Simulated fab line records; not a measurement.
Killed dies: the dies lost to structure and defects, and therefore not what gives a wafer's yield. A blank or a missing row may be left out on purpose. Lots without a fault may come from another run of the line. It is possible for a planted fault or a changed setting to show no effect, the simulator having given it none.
The tool behind it: which one?	flow n5 finfet	7 lots, 21 wafers sampled, at 3 steps of a route of 1938

## WHAT THE GAUGES READ, wafer by wafer
N5_FIN_SAQP_CD_MEAS_27: the cd target is 20 nm.
lot	measured	on	cd nm (nm)
L369	day 2 07:28	cd sem-02	20.09 20.19 20.31
L372	day 3 01:14	cd sem-03	20.26 20.49 20.63
L375	day 3 18:25	cd sem-02	20.42 20.06 20.44
L377	day 4 06:58	cd sem-03	20.13 20.59 20.09
L379	day 5 01:50	cd sem-03	20.11 20.11 20.07
L381	day 5 08:26	cd sem-02	20.36 20.49 20.10
L385	day 6 06:07	cd sem-03	20.38 15.91 15.65

## WHICH TOOL RAN EACH LOT (tool, then ch and the chambers of the sampled wafers, then the start)
lot	N5_FIN_SAQP_PECVD_47	N5_FIN_SAQP_SPACER1_ALD_24
L369	pecvd-01 ch 0,1, day 2 04:37	ald sin-01 ch 0,1, day 2 06:32
L372	pecvd-01 ch 0,1,2, day 2 21:44	ald sin-04 ch 0,1,3, day 3 00:12
L375	pecvd-01 ch 0,1,2, day 3 15:34	ald sin-03 ch 1,2,3, day 3 17:26
L377	pecvd-04 ch 0,1,2, day 4 03:52	ald sin-01 ch 0,1, day 4 06:02
L379	pecvd-03 ch 0,1,2, day 4 18:10	ald sin-03 ch 0,2,3, day 5 01:10
L381	pecvd-01 ch 0,1,2, day 5 05:37	ald sin-01 ch 0,2,3, day 5 07:29
L385	pecvd-01 ch 0,1, day 6 03:02	ald sin-03 ch 0,1,3, day 6 05:12
- N5_FIN_SAQP_PECVD_47: deposits a-Si from SiH4/He, target thk 45 nm, time 36.3 s.
- N5_FIN_SAQP_SPACER1_ALD_24: deposits SiO2, target thk 20.3 nm, pulse time 1 s, purge time 2 s.

## THE ANSWER, worked out from the rows above alone
Rule: the usual values come from the lots themselves. Put in order of their means at a reading, lots are off if they are a third of the lots or fewer, leave a main group of 4 or more, and stand apart from it by a gap of 3 or more times the standard deviation of the main group's means; of several such gaps the widest counts. If all means in a main group match to the digits the tables above print for the reading, that group is not used. Also off: a lot with no number at a reading for which 4 or more lots have one. All remaining lots with rows at the step are treated as sound.
Off: L385 (N5_FIN_SAQP_CD_MEAS_27, cd nm). The main group has a mean of 20.27 nm with a standard deviation of 0.11.
A tool fits if, at a process step before that reading, it ran every lot that is off, and no sound lot after the first of them. Gauges at N5_FIN_SAQP_CD_MEAS_27: tried the same way as those tools. Can't be told from this: 3 tools fit, pecvd-01 at N5_FIN_SAQP_PECVD_47, ald sin-03 at N5_FIN_SAQP_SPACER1_ALD_24, cd sem-03 at N5_FIN_SAQP_CD_MEAS_27.

## WHAT THE SIMULATOR HAD INSERTED
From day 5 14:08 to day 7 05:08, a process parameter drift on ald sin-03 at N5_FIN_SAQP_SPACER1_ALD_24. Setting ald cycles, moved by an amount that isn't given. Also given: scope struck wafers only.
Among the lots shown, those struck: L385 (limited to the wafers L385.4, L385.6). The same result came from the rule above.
